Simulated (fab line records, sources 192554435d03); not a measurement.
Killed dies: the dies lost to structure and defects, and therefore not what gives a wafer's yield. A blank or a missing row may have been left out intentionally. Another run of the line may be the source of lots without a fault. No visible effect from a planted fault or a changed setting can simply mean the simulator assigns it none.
fab line records	flow n5-finfet
[record] lots = 10	wafers = 29	last-day = 19
route steps=1938 shown BEOL_M1@814 BEOL_M2@841 BEOL_M4@1111 PASSIVATION@1936
lots untouched by any fault: they come from a run of this same line in which no faults occurred
start-h: hours from the record's first day to the start of the lot's first wafer shown	wait-h: time in hours since the lot's previous step	" same as the row above	L1.1+2: a row that stands for several wafers	- no value present, or no start provided	* or withheld: withheld	< > ~ a bound
route shown NAME@n: NAME is a module with steps in the file, n the number in the route of the first one	usual: average and standard deviation across the fault-free wafers	same: alike in all rows	chamber/n: place in a boat	sites: per-site readings	_std_site: standard deviation of those values	_edge_site: mean of outer sites minus mean of inner sites	radius-mm: how far each site lies from the wafer's centre	mask NAME#n: copy n	behind: the most recent tool/chamber to have shaped the wafer	hold: why the lot went on hold/how many hours it stayed there/how the hold came to an end	device: whichever transistor did not switch (one of n, p or np)	end of line: tests of these same wafers at the route's end	a step without rows: its recipe alone	killed: dies that structure and defects cost at the first sort, which is not the same as the wafer's yield	map: per-die view of a wafer (x killed, . not killed, _ where there is no die)
set.NAME: the setting as run; set.NAME@STEP: as run at that earlier step	model.NAME: the simulator's own value behind a step, which no gauge read
the route's steps for a sample of lots (tables are steps, rows are wafers)
services: a tool's chamber out of use, with start hour (start-h, from the record's first day; less than 0 if before it), hours out, and reason
[[steps]]
[step N5_BEOL_M1_SPUTTER_48]
[recipe] material = Cu	target-thk-a = 45	temp-c = -20	chamber-pressure-pa = 0.07	power-w = withheld	time-s = 8.29
[usual] chuck-gas-flow-sccm = 1.26/0.053	substrate-temp-c = -19.98/0.11	throttle-valve-pct = 30.1/1.4
lot.wafer	tool	chamber	start-h	wait-h	chuck-gas-flow-sccm	substrate-temp-c	throttle-valve-pct
L792.1	pvd-sputter-02	-	148.72	0.2	1.28	-19.81	28.0
L792.3	"	-	"	"	1.23	-19.94	31.2
L792.6	"	-	"	"	1.29	-19.88	30.1
L793.2	pvd-sputter-01	-	148.98	0.2	1.15	-19.89	31.3
L793.3	"	-	"	"	1.33	-20.04	33.4
L793.5	"	-	"	"	1.19	-19.90	29.3
L795.1	pvd-sputter-03	-	159.77	1.0	1.23	-19.96	29.7
L795.4	"	-	"	"	1.25	-19.90	28.3
L795.6	"	-	"	"	1.21	-20.16	29.9
L798.2	pvd-sputter-02	-	178.77	0.2	1.18	-19.93	30.2
L798.4	"	-	"	"	1.29	-19.97	29.9
L798.6	"	-	"	"	1.27	-19.97	30.2
L802.2	pvd-sputter-03	-	198.21	0.1	1.30	-20.09	30.7
L802.4	"	-	"	"	1.35	-19.97	29.7
L802.6	"	-	"	"	1.22	-20.06	28.3
L804.3	pvd-sputter-01	-	206.27	0.1	1.31	-20.11	33.2
L804.4	"	-	"	"	1.26	-20.07	31.1
L804.5	"	-	"	"	1.27	-19.87	29.5
L803.2	pvd-sputter-03	-	207.99	1.5	1.21	-19.94	28.0
L803.4	"	-	"	"	1.21	-20.09	30.6
L803.5	"	-	"	"	1.36	-20.04	30.9
L805.1	pvd-sputter-01	-	210.11	0.1	1.19	-20.15	29.4
L805.3	"	-	"	"	1.17	-20.03	30.3
L813.1	pvd-sputter-03	-	263.79	0.2	1.27	-20.08	28.1
L813.3	"	-	"	"	1.30	-19.90	30.7
L813.4	"	-	"	"	1.24	-19.82	28.1
L814.1	pvd-sputter-03	-	270.18	0.1	1.23	-20.06	28.3
L814.3	"	-	"	"	1.25	-19.78	30.6
L814.6	"	-	"	"	1.26	-20.08	28.5
[step N5_BEOL_M1_ANNEAL_80]
[recipe] temp-c = 400	time-s = 240	ambient = vacuum
[usual] heater-power-w = 781/90	susceptor_temp_C_max = 401.2/0.48
lot.wafer	tool	chamber	start-h	wait-h	heater-power-w	susceptor_temp_C_max
L792.1	pvd-sputter-02	-	149.02	0.0	769	400.9
L792.3	"	-	"	"	660	401.3
L792.6	"	-	"	"	750	400.9
L793.2	pvd-sputter-01	-	149.28	0.0	662	401.0
L793.3	"	-	"	"	870	401.0
L793.5	"	-	"	"	958	400.5
L795.1	pvd-sputter-03	-	160.07	0.0	748	400.5
L795.4	"	-	"	"	843	401.8
L795.6	"	-	"	"	770	400.4
L798.2	pvd-sputter-02	-	179.07	0.0	760	400.3
L798.4	"	-	"	"	880	401.1
L798.6	"	-	"	"	733	400.4
L802.2	pvd-sputter-03	-	198.51	0.0	741	401.6
L802.4	"	-	"	"	749	400.8
L802.6	"	-	"	"	799	401.0
L804.3	pvd-sputter-01	-	206.57	0.0	885	401.1
L804.4	"	-	"	"	645	401.3
L804.5	"	-	"	"	962	400.5
L803.2	pvd-sputter-03	-	208.29	0.0	841	402.0
L803.4	"	-	"	"	760	401.0
L803.5	"	-	"	"	756	401.4
L805.1	pvd-sputter-01	-	210.41	0.0	971	400.7
L805.3	"	-	"	"	761	401.9
L813.1	pvd-sputter-03	-	264.09	0.0	839	401.4
L813.3	"	-	"	"	757	401.1
L813.4	"	-	"	"	811	400.5
L814.1	pvd-sputter-03	-	270.48	0.0	811	400.5
L814.3	"	-	"	"	758	401.4
L814.6	"	-	"	"	819	400.5
[step N5_BEOL_M1_SPUTTER_92]
[recipe] material = Cu	target-thk-a = 45	temp-c = -20	chamber-pressure-pa = 0.07	power-w = withheld	time-s = 8.29
[usual] chuck-gas-flow-sccm = 1.26/0.05	substrate-temp-c = -20.00/0.11	throttle-valve-pct = 30.1/1.4
lot.wafer	tool	chamber	start-h	wait-h	chuck-gas-flow-sccm	substrate-temp-c	throttle-valve-pct
L792.1	pvd-sputter-02	-	150.04	0.1	1.26	-19.94	28.1
L792.3	"	-	"	"	1.26	-19.92	30.9
L792.6	"	-	"	"	1.37	-19.97	29.9
L793.2	pvd-sputter-01	-	150.30	0.1	1.28	-20.02	31.4
L793.3	"	-	"	"	1.23	-19.88	33.4
L793.5	"	-	"	"	1.23	-20.04	29.3
L795.1	pvd-sputter-03	-	161.09	0.1	1.19	-19.93	29.7
L795.4	"	-	"	"	1.25	-20.02	28.5
L795.6	"	-	"	"	1.25	-20.08	29.7
L798.2	pvd-sputter-02	-	180.09	0.1	1.37	-19.88	30.3
L798.4	"	-	"	"	1.32	-20.04	30.0
L798.6	"	-	"	"	1.21	-19.97	30.2
L802.2	pvd-sputter-03	-	199.53	0.1	1.23	-20.10	30.7
L802.4	"	-	"	"	1.29	-19.77	29.7
L802.6	"	-	"	"	1.23	-20.09	28.1
L804.3	pvd-sputter-01	-	207.59	0.1	1.29	-20.10	33.2
L804.4	"	-	"	"	1.36	-19.82	31.6
L804.5	"	-	"	"	1.26	-19.92	29.4
L803.2	pvd-sputter-03	-	209.31	0.1	1.31	-20.08	28.3
L803.4	"	-	"	"	1.24	-19.88	30.7
L803.5	"	-	"	"	1.18	-19.88	30.8
L805.1	pvd-sputter-01	-	213.35	0.1	1.27	-20.01	29.6
L805.3	"	-	"	"	1.32	-20.04	30.4
L813.1	pvd-sputter-03	-	265.11	0.1	1.25	-19.92	28.2
L813.3	"	-	"	"	1.33	-20.01	30.6
L813.4	"	-	"	"	1.31	-20.02	28.5
L814.1	pvd-sputter-03	-	271.50	0.1	1.26	-20.01	28.3
L814.3	"	-	"	"	1.23	-19.97	31.0
L814.6	"	-	"	"	1.21	-20.02	28.3
[step N5_BEOL_M2_ILD_DEP_00]
[recipe] material = SiOC	target-thk-a = 790	temp-c = 350	precursor = DEMS/O2	pressure-torr = 5	rf-w = 500	time-s = 15.3
[usual] heater-power-w = 470/43	showerhead-plenum-p-Torr = 5.690/0.017	throttle-valve-pct = 12.0/0.64
lot.wafer	tool	chamber	start-h	wait-h	heater-power-w	showerhead-plenum-p-Torr	throttle-valve-pct
L792.1	pecvd-04	2	151.65	0.0	452	5.650	11.3
L792.3	"	0	"	"	523	5.698	11.8
L792.6	"	2	"	"	456	5.676	11.3
L793.2	pecvd-04	1	151.85	0.0	431	5.700	12.6
L793.3	"	2	"	"	466	5.674	11.4
L793.5	"	2	"	"	474	5.661	11.3
L795.1	pecvd-02	0	163.00	0.0	485	5.716	12.7
L795.4	"	0	"	"	494	5.704	12.5
L795.6	"	1	"	"	502	5.679	13.1
L798.2	pecvd-02	1	181.70	0.0	523	5.688	12.8
L798.4	"	1	"	"	528	5.671	12.9
L798.6	"	0	"	"	496	5.717	12.8
L802.2	pecvd-04	1	201.12	0.0	398	5.687	12.3
L802.4	"	1	"	"	409	5.709	12.2
L802.6	"	2	"	"	485	5.665	11.3
L804.3	pecvd-04	0	209.18	0.0	480	5.689	11.9
L804.4	"	0	"	"	457	5.707	11.9
L804.5	"	2	"	"	423	5.666	11.4
L803.2	pecvd-02	2	210.95	0.0	454	5.664	11.5
L803.4	"	2	"	"	456	5.661	11.6
L803.5	"	1	"	"	545	5.677	12.8
L805.1	pecvd-04	0	215.29	0.0	465	5.684	11.9
L805.3	"	1	"	"	464	5.693	12.4
L813.1	pecvd-01	2	266.66	0.0	426	5.712	10.9
L813.3	"	0	"	"	467	5.711	11.6
L813.4	"	0	"	"	470	5.724	11.7
L814.1	pecvd-02	0	273.05	0.0	478	5.704	13.0
L814.3	"	1	"	"	561	5.672	12.9
L814.6	"	2	"	"	508	5.672	11.6
[step N5_BEOL_M2_THK_MEAS_01]
[recipe] reads = SiOC_of_BEOL_M2_ILD_DEP_00
[usual] M2_ILD_THK = 78.9/0.99
lot.wafer	tool	chamber	start-h	wait-h	M2_ILD_THK[nm]
L792.1	film-metro-02	-	151.72	0.0	77.8
L792.3	"	-	"	"	76.9
L792.6	"	-	"	"	78.1
L793.2	film-metro-02	-	151.92	0.1	77.5
L793.3	"	-	"	"	78.4
L793.5	"	-	"	"	79.3
L795.1	film-metro-01	-	163.06	0.0	78.0
L795.4	"	-	"	"	78.6
L795.6	"	-	"	"	79.9
L798.2	film-metro-02	-	181.77	0.1	77.8
L798.4	"	-	"	"	78.1
L798.6	"	-	"	"	78.1
L802.2	film-metro-01	-	201.19	0.1	77.4
L802.4	"	-	"	"	79.3
L802.6	"	-	"	"	79.0
L804.3	film-metro-01	-	209.25	0.1	106.8
L804.4	"	-	"	"	79.3
L804.5	"	-	"	"	80.3
L803.2	film-metro-01	-	211.02	0.1	79.0
L803.4	"	-	"	"	80.6
L803.5	"	-	"	"	81.0
L805.1	film-metro-01	-	215.35	0.0	79.5
L805.3	"	-	"	"	106.3
L813.1	film-metro-01	-	266.73	0.0	79.0
L813.3	"	-	"	"	79.3
L813.4	"	-	"	"	80.1
L814.1	film-metro-01	-	273.12	0.0	76.5
L814.3	"	-	"	"	78.5
L814.6	"	-	"	"	79.9
[step N5_BEOL_M4_RC_MEAS_101]
[usual] DIBL_N = 36.1/1.6	DIBL_P = 35.8/2	IOFF_N = 0.157/0.029	IOFF_P = 0.21/0.034	ION_N = 677/13	ION_P = 465/8.1	SS_N = 71.3/0.61	SS_P = 73.2/0.65	VT_N = 249/3.3	VT_P = -250/3.2
lot.wafer	tool	chamber	start-h	wait-h	DIBL_N[mV/V]	DIBL_P[mV/V]	IOFF_N[nA/um]	IOFF_P[nA/um]	ION_N[uA/um]	ION_P[uA/um]	SS_N[mV/dec]	SS_P[mV/dec]	VT_N[mV]	VT_P[mV]
L792.1	prober-02	0	208.97	0.0	36.0	33.8	0.128	0.19	644	452	70.7	72.8	254	-255
L792.3	"	0	"	"	39.0	39.3	0.195	0.27	685	472	71.7	73.7	249	-247
L792.6	"	0	"	"	35.8	34.8	0.135	0.20	658	451	71.0	73.5	253	-252
L793.2	prober-02	0	211.29	0.2	40.0	39.3	0.244	0.29	701	475	72.2	74.9	244	-246
L793.3	"	0	"	"	35.2	33.5	0.147	0.18	679	459	70.7	73.0	249	-251
L793.5	"	0	"	"	35.3	33.8	0.142	0.19	672	459	71.1	73.3	251	-251
L795.1	prober-01	0	229.16	0.0	36.8	34.7	0.162	0.22	686	473	71.3	73.4	246	-247
L795.4	"	0	"	"	36.6	35.0	0.168	0.23	684	465	71.1	73.3	245	-246
L795.6	"	0	"	"	37.4	35.3	0.169	0.23	670	464	71.2	72.9	247	-248
L798.2	prober-01	0	243.18	0.2	36.5	36.5	0.151	0.23	683	471	70.4	72.7	249	-248
L798.4	"	0	"	"	34.9	34.3	0.124	0.20	667	464	71.1	73.2	254	-251
L798.6	"	0	"	"	35.6	35.2	0.141	0.22	663	460	70.9	73.1	252	-249
L802.2	prober-02	0	252.06	0.2	34.5	35.2	0.138	0.19	680	469	71.0	72.1	252	-249
L802.4	"	0	"	"	36.2	36.6	0.164	0.21	684	470	71.9	73.2	245	-251
L802.6	"	0	"	"	36.2	37.0	0.176	0.23	688	476	71.5	72.6	245	-247
L804.4	prober-01	0	274.17	0.5	36.3	36.4	0.145	0.17	670	449	71.8	73.2	253	-255
L804.5	"	0	"	"	35.1	35.1	0.135	0.15	675	459	71.4	73.2	252	-258
L803.2	prober-02	0	275.03	0.2	36.2	37.6	0.172	0.23	702	483	71.0	73.5	249	-249
L803.4	"	0	"	"	37.6	39.2	0.200	0.27	708	481	72.1	74.2	245	-250
L803.5	"	0	"	"	38.2	39.5	0.204	0.27	692	474	71.3	74.7	245	-249
L805.1	prober-02	0	291.82	0.0	33.8	33.2	0.129	0.17	678	465	70.3	72.9	249	-253
L813.1	prober-02	0	325.05	0.0	37.0	38.1	0.190	0.24	696	478	70.9	74.2	244	-249
L813.3	"	0	"	"	38.2	39.0	0.210	0.25	696	474	71.6	73.7	242	-248
L813.4	"	0	"	"	36.7	37.3	0.182	0.23	685	468	71.7	73.2	248	-246
L814.1	prober-02	0	342.88	0.0	37.4	38.5	0.181	0.25	683	464	72.0	73.1	248	-249
L814.3	"	0	"	"	37.5	37.4	0.181	0.24	694	476	72.1	73.9	246	-248
L814.6	"	0	"	"	36.9	37.8	0.172	0.24	696	480	71.8	73.8	249	-249
[step N5_PASSIVATION_PROBE_49]
[usual] defect-limited-yield = 91.0/1.4	killed_at_M0_to_M3 = 33/11	killed_at_M4_up = 14/5	killed-at-contacts = 11/7.3	killed-at-front-end = 43/12	killed-at-other = 4/3.1	killed-dies = 106/17	killed-on-rim = 14/3.8	killed-open = 69/13	killed-short = 34/8.7	sort_bin_5_function = 5.2/0.96	sort_bin_6_memory = 3.3/0.66	sort-n-pass = 1074/17	sort-yield-pct = 91.0/1.4
[same] gross-dies = 1180	killed-at-back-side = 0	sort_bin_4_leakage[%] = 0	sort_bin_8_speed[%] = 0
lot.wafer	tool	chamber	start-h	wait-h	defect-limited-yield[%]	killed_at_M0_to_M3	killed_at_M4_up	killed-at-contacts	killed-at-front-end	killed-at-other	killed-dies	killed-on-rim	killed-open	killed-short	sort_bin_5_function[%]	sort_bin_6_memory[%]	sort-n-pass	sort-yield-pct[%]
L804.3	prober-02	-	384.38	0.1	20.4	868	5	17	43	6	939	22	59	39	75.7	3.3	241	20.4
L804.4	prober-02	-	384.43	0.2	92.0	21	10	15	41	7	94	12	58	35	4.4	3.4	1086	92.0
L804.5	prober-02	-	384.48	0.2	90.3	44	10	13	42	6	115	11	82	33	5.3	4.1	1065	90.3
L805.1	prober-02	-	407.13	0.0	90.7	35	10	26	37	2	110	13	80	28	5.1	4.1	1070	90.7
L805.3	prober-02	-	407.23	0.1	20.3	859	17	13	45	6	940	26	80	28	75.4	3.5	240	20.3
// killed by level:class
L804.3 BEOL_M2:area-dep=841 BEOL_M0_SAQP:geometric-particle:short=14 MOL_CONTACT_COAG:geometric-particle:open=14 STI_FIN_REVEAL:geometric-particle:open=11 FIN_SAQP:geometric-particle:open=10 FIN_SAQP:geometric-particle:short=5 STI_FIN_REVEAL:geometric-particle:short=4 DUMMY_GATE:geometric-particle:open=4
L804.4 MOL_CONTACT_COAG:geometric-particle:open=13 FIN_SAQP:geometric-particle:open=10 STI_FIN_REVEAL:geometric-particle:open=10 FIN_SAQP:geometric-particle:short=6 BEOL_M1:geometric-particle:open=6 BEOL_M0_SAQP:geometric-particle:short=5 STI_FIN_REVEAL:geometric-particle:short=4 GATE_CUT:geometric-particle:short=4
L804.5 STI_FIN_REVEAL:geometric-particle:open=15 BEOL_M0_SAQP:geometric-particle:open=13 BEOL_M0_SAQP:geometric-particle:short=12 MOL_CONTACT_COAG:geometric-particle:open=11 FIN_SAQP:geometric-particle:open=10 BEOL_M1:geometric-particle:open=7 BEOL_M1:geometric-particle:short=5 BEOL_M2:geometric-particle:open=5
L805.1 MOL_CONTACT_COAG:geometric-particle:open=20 STI_FIN_REVEAL:geometric-particle:open=16 BEOL_M1:geometric-particle:open=10 BEOL_M0_SAQP:geometric-particle:open=9 FIN_SAQP:geometric-particle:open=6 MOL_CONTACT_COAG:geometric-particle:short=6 STI_FIN_REVEAL:geometric-particle:short=5 BEOL_M2:geometric-particle:short=5
L805.3 BEOL_M2:area-dep=829 FIN_SAQP:geometric-particle:open=15 BEOL_M0_SAQP:geometric-particle:short=12 BEOL_M4:geometric-particle:open=11 STI_FIN_REVEAL:geometric-particle:open=10 MOL_CONTACT_COAG:geometric-particle:open=10 BEOL_M1:geometric-particle:open=6 BEOL_M2:geometric-particle:open=5
[[services]]
tool	chamber	start-h	hours	kind
pecvd-01	0	157.27	29.6	repair
pecvd-01	1	162.53	5.0	scheduled-down
pecvd-04	2	168.05	5.5	scheduled-down
pecvd-04	1	177.63	6.5	repair
pecvd-01	-	180.22	1.5	repair
pecvd-01	2	202.38	-	clean
pecvd-01	2	202.38	-	consumable-replace:showerhead
pecvd-01	2	202.38	29.0	scheduled-down
pecvd-01	2	202.38	29.0	vent-cycle
pecvd-02	-	223.37	1.4	repair
pecvd-02	0	226.94	5.0	scheduled-down
pecvd-04	2	258.08	2.1	scheduled-down
pecvd-02	1	260.62	5.5	scheduled-down
[[key]]
[first-sign] step = N5_BEOL_M2_THK_MEAS_01	reading = M2_ILD_THK	direction = up	sigmas = 28	usual = 78.9	struck = 106.5
[effect] step = N5_PASSIVATION_PROBE_49	reading = killed_at_M0_to_M3	direction = up	sigmas = 77	usual = 33	struck = 864
[more-kills-born-at] N5_BEOL_M2_ILD_DEP_00@pecvd-04 = 1670
met-at N5_BEOL_M2_ILD_DEP_00
struck-lots L804,L805
struck-wafers L804.3,L805.3
later-rows-left-out L804.3,L805.3
not-acting-at N5_BEOL_M1_SPUTTER_48,N5_BEOL_M1_ANNEAL_80,N5_BEOL_M1_SPUTTER_92
onset-between 201.12 209.18
[fault] kind = process-parameter-drift	tool = pecvd-04	chamber = -	onset-h = 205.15	steps = N5_BEOL_M2_ILD_DEP_00	channel = time-s	offset = *	shape = step	end-h = 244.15	scope = struck-wafers-only	acts-in = *	stated = *
// later-rows-left-out: the simulator's readings of these wafers behind a module that went badly wrong aren't trusted and aren't shown, but for the sort
